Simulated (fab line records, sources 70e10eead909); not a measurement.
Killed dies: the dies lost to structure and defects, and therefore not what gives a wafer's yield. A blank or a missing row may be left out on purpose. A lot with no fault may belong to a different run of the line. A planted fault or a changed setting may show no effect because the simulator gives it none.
fab line records -- flow nandHarc -- part 2 of 2: steps 19 to 27 of 27
[record] lots = 5, wafers = 15, lastDay = 24
route steps=1159 shown A_CONTACT@932
lots with no fault: from the same line, run without faults
startH: start of the lot's first displayed wafer, in hours after the record's first day -- waitH: time in hours since the lot's previous step -- " identical to the entry in the row above -- L1.1+2: one row covering several wafers at once -- - either no value or no given start -- * or withheld: withheld -- < > ~ a bound
route shown NAME@n: a module of which the file shows steps, and the number in the route of the first -- usual: the fault-free wafers' mean and standard deviation -- same: alike in all rows -- chamber/n: place in a boat -- sites: readings site by site -- _std_site: standard deviation of those values -- _edge_site: mean of outer sites minus mean of inner sites -- radiusMm: how far each site lies from the wafer's centre -- mask NAME#n: copy n -- behind: the last tool/chamber to shape the wafer -- hold: what put the lot on hold/how long, in hours/how the hold closed -- device: the transistor (n, p or np) that didn't switch -- end of line: the tests these same wafers got at the end of their route -- for a step that has no rows: nothing shown but its recipe -- killed: count of dies lost to structure and defects at first sort (not the wafer's yield) -- map: per-die view of a wafer (x killed, . not killed, _ where there is no die)
set.NAME: the setting that was run; set.NAME@STEP: the one run at that earlier step -- model.NAME: the simulator's own value behind a step, which no gauge read
a table for each step, a row for each wafer; lots at some steps of the route
services: from which hour (startH, from the record's first day; less than 0 if before it) a tool's chamber was out of use, for how many hours, and why
[[steps]]
[step NHARC_A_CONTACT_ETCH_98]
[recipe] targetDepthA = 200, overEtchFrac = 0.5, timeS = 10, ionEnergyEv = 250, c4f6FlowSccm = 25, o2FlowSccm = 20, arFlowSccm = 500, rfW = 600, biasW = 500, chemistry = C4F6/O2
[usual] drypumpMotorCurrentA = 5.8/0.33, oesProductAu = 0.961/0.026, rfVppV = 547/4.1, showerheadPlenumPTorr = 3.94/0.2, throttleValvePct = 26.904/0.0098
lot.wafer,tool,chamber,startH,waitH,drypumpMotorCurrentA,oesProductAu,rfHoursCounterH,rfVppV,showerheadPlenumPTorr,throttleValvePct
L084.3,rieDiel-03,2,-,-,5.9,0.971,18,553,4.22,26.921
L084.4,rieDiel-03,3,-,-,6.2,0.951,19,549,4.03,26.915
L084.5,rieDiel-03,0,-,-,6.1,0.952,-,544,3.77,26.906
L080.4,rieDiel-03,2,-,-,5.9,0.946,20,552,4.21,26.915
L080.2,rieDiel-03,3,-,-,6.2,0.920,21,550,4.03,26.894
L080.3,rieDiel-03,0,-,-,6.1,0.938,21,543,3.76,26.911
L087.1,rieDiel-06,2,-,-,5.6,0.955,11,550,4.09,26.897
L087.5,rieDiel-06,1,-,-,5.8,0.940,-,546,3.90,26.905
L087.6,rieDiel-06,2,-,-,5.6,0.959,-,549,4.09,26.914
L088.2,rieDiel-03,1,-,-,6.4,0.992,36,543,3.77,26.885
L088.6,rieDiel-03,3,-,-,6.2,0.992,-,549,4.02,26.886
L088.5,rieDiel-03,0,-,-,6.1,1.000,-,543,3.76,26.891
L089.3,rieDiel-13,1,-,-,5.8,1.016,15,542,3.72,26.901
L089.1,rieDiel-13,0,-,-,5.9,0.985,15,546,3.86,26.892
L089.5,rieDiel-13,1,-,-,5.8,1.009,-,542,3.72,26.908
[step NHARC_A_CONTACT_CD_MEAS_15]
[usual] cdNm = 90.2/0.68
lot.wafer,tool,chamber,startH,waitH,cdNm
L084.3,cdSem-02,-,447.80,-,89.7
L084.4,cdSem-02,-,447.80,-,89.0
L084.5,cdSem-02,-,447.80,-,89.6
L080.2,cdSem-02,-,454.63,-,90.1
L080.3,cdSem-02,-,454.63,-,90.3
L080.4,cdSem-02,-,454.63,-,90.6
L087.1,cdSem-03,-,491.63,-,89.2
L087.5,cdSem-03,-,491.63,-,89.4
L087.6,cdSem-03,-,491.63,-,91.2
L088.2,cdSem-02,-,498.29,-,89.8
L088.5,cdSem-02,-,498.29,-,90.3
L088.6,cdSem-02,-,498.29,-,91.1
L089.1,cdSem-01,-,501.04,-,89.7
L089.3,cdSem-01,-,501.04,-,89.8
L089.5,cdSem-01,-,501.04,-,89.9
[step NHARC_A_CONTACT_STRIP_107]
[recipe] n2FlowSccm = 150, h2FlowSccm = 150, arFlowSccm = 0, biasW = 0, chemistry = N2/H2
lot.wafer,tool,chamber,startH,waitH
L084.3+4+5,rieDiel-13,"3,2,3",447.87,0.1
L080.3+2+4,rieDiel-06,"3,0,1",454.71,0.1
L087.1+6+5,rieDiel-13,"2,3,0",491.74,0.1
L088.2+5+6,rieDiel-06,"0,3,0",498.42,0.1
L089.3+1+5,rieDiel-06,"0,1,0",501.12,0.1
[step NHARC_A_CONTACT_STRIP_108]
[recipe] cf4FlowSccm = 100, chf3FlowSccm = 30, arFlowSccm = 0, biasW = 0, chemistry = CF4/CHF3
lot.wafer,tool,chamber,startH,waitH
L084.3+4+5,rieDiel-13,"3,1,3",447.96,0.1
L080.4+3+2,rieDiel-06,"3,0,2",454.86,0.1
L087.1+5+6,rieDiel-13,"0,2,3",491.81,0.1
L088.2+5+6,rieDiel-06,"0,3,0",498.75,0.3
L089.3+1+5,rieDiel-06,"1,3,1",501.23,0.1
[step NHARC_A_CONTACT_STRIP_109]
[recipe] o2FlowSccm = 400, cosFlowSccm = 20, arFlowSccm = 0, biasW = 0, chemistry = O2/COS
lot.wafer,tool,chamber,startH,waitH
L084.3+4+5,rieDiel-13,"1,2,0",448.03,0.1
L080.2+4+3,rieDiel-06,"3,0,2",454.92,0.0
L087.1+5+6,rieDiel-13,"1,2,3",491.92,0.1
L088.2+5+6,rieDiel-06,"0,0,1",498.81,0.1
L089.3+1+5,rieDiel-06,"1,3,0",501.30,0.1
[step NHARC_A_CONTACT_ETCH_110]
[recipe] targetDepthA = 500, overetchA = 50, timeS = 27.5, ionEnergyEv = 100, cf4FlowSccm = 80, o2FlowSccm = 20, arFlowSccm = 0, rfW = 300, biasW = 100, chemistry = CF4/O2
[usual] drypumpMotorCurrentA = 5.8/0.3, oes_ar_750_au = 1.000/0.0051, oes_o_777_au = 1.000/0.0044, oesProductAu = 0.999/0.013, rfVppV = 197.9/1.6, showerheadPlenumPTorr = 1.34/0.069, throttleValvePct = 13.399/0.0097
lot.wafer,tool,chamber,startH,waitH,drypumpMotorCurrentA,oes_ar_750_au,oes_o_777_au,oesProductAu,rfHoursCounterH,rfVppV,showerheadPlenumPTorr,throttleValvePct
L084.3,rieDiel-13,1,448.09,0.1,5.8,0.993,1.005,1.000,54,195.7,1.26,13.402
L084.4,rieDiel-13,2,448.09,0.1,5.2,1.004,1.006,0.971,62,199.0,1.42,13.407
L084.5,rieDiel-13,1,448.09,0.1,5.8,1.006,1.011,0.999,-,197.4,1.26,13.404
L080.4,rieDiel-06,3,454.98,0.1,6.0,1.003,1.003,0.999,6,198.9,1.44,13.404
L080.3,rieDiel-06,1,454.98,0.1,5.8,0.995,0.988,1.017,5,198.0,1.33,13.393
L080.2,rieDiel-06,2,454.98,0.1,5.6,1.003,1.000,1.013,4,198.0,1.40,13.395
L087.1,rieDiel-13,0,491.98,0.1,5.9,0.997,1.001,0.987,12,196.9,1.31,13.403
L087.5,rieDiel-13,2,491.98,0.1,5.1,1.003,0.996,0.984,-,200.2,1.42,13.398
L087.6,rieDiel-13,3,491.98,0.1,6.1,1.003,1.001,1.011,-,199.4,1.44,13.394
L088.2,rieDiel-06,1,498.89,0.1,5.8,1.012,1.000,1.003,14,196.3,1.33,13.391
L088.5,rieDiel-06,0,498.89,0.1,5.4,0.998,0.998,0.995,-,196.2,1.27,13.394
L088.6,rieDiel-06,3,498.89,0.1,6.0,0.997,1.006,0.986,-,199.1,1.44,13.395
L089.1,rieDiel-06,1,501.36,0.1,5.8,0.999,1.001,1.001,14,197.2,1.33,13.399
L089.3,rieDiel-06,3,501.36,0.1,6.1,0.992,1.004,0.981,15,201.2,1.44,13.411
L089.5,rieDiel-06,3,501.36,0.1,6.0,0.996,0.997,0.981,-,199.2,1.44,13.400
[step NHARC_A_CONTACT_STRIP_26]
[recipe] o2FlowSccm = 500, arFlowSccm = 0, biasW = 0, chemistry = O2
[usual] drypumpMotorCurrentA = 5.8/0.31, oesProductAu = 0.999/0.013, rfVppV = 57.9/0.86, showerheadPlenumPTorr = 3.55/0.18, throttleValvePct = 17.037/0.0085
lot.wafer,tool,chamber,startH,waitH,drypumpMotorCurrentA,oesProductAu,rfHoursCounterH,rfVppV,showerheadPlenumPTorr,throttleValvePct
L084.3,rieDiel-13,3,-,-,6.1,1.020,62,58.3,3.27,17.029
L084.4,rieDiel-13,0,-,-,5.9,0.982,57,57.7,3.48,17.048
L084.5,rieDiel-13,0,-,-,5.9,0.988,-,57.0,3.48,17.035
L080.2,rieDiel-06,1,-,-,5.8,1.017,5,57.7,3.51,17.054
L080.3,rieDiel-06,2,-,-,5.6,1.010,4,57.5,3.69,17.028
L080.4,rieDiel-06,0,-,-,5.4,0.997,6,58.8,3.37,17.041
L087.1,rieDiel-13,1,-,-,5.8,0.998,12,56.3,3.34,17.031
L087.6,rieDiel-13,2,-,-,5.2,0.974,-,57.5,3.73,17.035
L087.5,rieDiel-13,3,-,-,6.1,1.015,-,58.0,3.80,17.030
L088.2,rieDiel-06,0,-,-,5.4,0.998,16,56.0,3.36,17.046
L088.5,rieDiel-06,3,-,-,6.1,0.982,-,59.4,3.80,17.029
L088.6,rieDiel-06,0,-,-,5.4,0.997,-,58.7,3.36,17.019
L089.3,rieDiel-06,0,-,-,5.4,0.986,16,57.8,3.36,17.043
L089.1,rieDiel-06,3,-,-,6.1,0.976,15,59.0,3.80,17.043
L089.5,rieDiel-06,3,-,-,6.1,0.969,-,58.9,3.80,17.029
[step NHARC_A_CONTACT_STRIP_27]
[recipe] timeS = 600, tempC = 30, chemistry = postEtchResidueRemover
lot.wafer,tool,chamber,startH,waitH
L084.5+3+4,wetBench-02,"3,4,5",448.48,-
L080.2+3+4,wetBench-02,"6,7,3",455.37,-
L087.5+1+6,wetBench-02,"4,6,1",492.36,-
L088.6+2+5,wetBench-07,"1,2,5",499.32,-
L089.3+1+5,wetBench-07,"0,1,3",501.81,-
[step NHARC_A_CONTACT_ALD_18]
[recipe] targetThkA = 30, pulseTimeS = 1, aldCycles = 150, tempC = 450, material = TiN
[usual] heaterPowerW = 1096/110, precursorPulseHeightRel = 1.000/0.02
lot.wafer,tool,chamber,startH,waitH,heaterPowerW,precursorPulseHeightRel,sinceWetCleanH
L084.3,aldMetal-01,0,448.75,-,957,1.008,159
L084.4,aldMetal-01,1,448.75,-,1232,0.990,159
L084.5,aldMetal-01,0,448.75,-,955,0.964,-
L080.2,aldMetal-02,1,455.64,-,1120,1.008,82
L080.4,aldMetal-02,2,455.64,-,957,0.991,82
L080.3,aldMetal-02,0,455.64,-,1126,0.991,82
L087.1,aldMetal-03,0,492.66,-,862,1.027,161
L087.6,aldMetal-03,2,492.66,-,1064,1.050,-
L087.5,aldMetal-03,3,492.66,-,1106,0.971,-
L088.2,aldMetal-02,1,499.61,-,1118,1.018,126
L088.5,aldMetal-02,0,499.61,-,1113,1.082,-
L088.6,aldMetal-02,1,499.61,-,1096,0.979,-
L089.1,aldMetal-02,0,502.07,-,1138,1.007,128
L089.3,aldMetal-02,2,502.07,-,953,1.014,128
L089.5,aldMetal-02,1,502.07,-,1129,1.003,-
[[services]]
tool,chamber,startH,hours,kind
rieDiel-06,0,427.20,-,clean
rieDiel-06,1,427.20,-,clean
rieDiel-06,2,427.20,-,clean
rieDiel-06,3,427.20,-,clean
rieDiel-06,3,427.20,-,consumableReplace:showerhead
arfiScanner-02,-,428.00,4.0,pm
lithoTrack-01,-,443.00,7.0,pm
wetBench-07,-,448.00,8.0,pm
rieDiel-06,0,451.86,-,clean
rieDiel-06,1,451.86,-,clean
rieDiel-06,2,451.86,-,clean
rieDiel-06,3,451.86,-,clean
rieDiel-13,-,453.37,9.0,pm
aldMetal-01,-,458.00,10.0,pm
aldMetal-03,-,461.90,4.2,repair
arfiScanner-01,-,462.44,0.9,repair
lithoTrack-06,-,467.00,7.0,pm
rieDiel-13,-,470.70,1.6,repair
wetBench-07,-,472.05,0.5,repair
aldMetal-01,3,489.51,3.3,repair
lithoTrack-04,-,491.00,7.0,pm
arfiScanner-02,-,491.65,0.4,repair
rieDiel-06,2,492.00,16.2,repair
aldMetal-03,-,500.00,10.0,pm
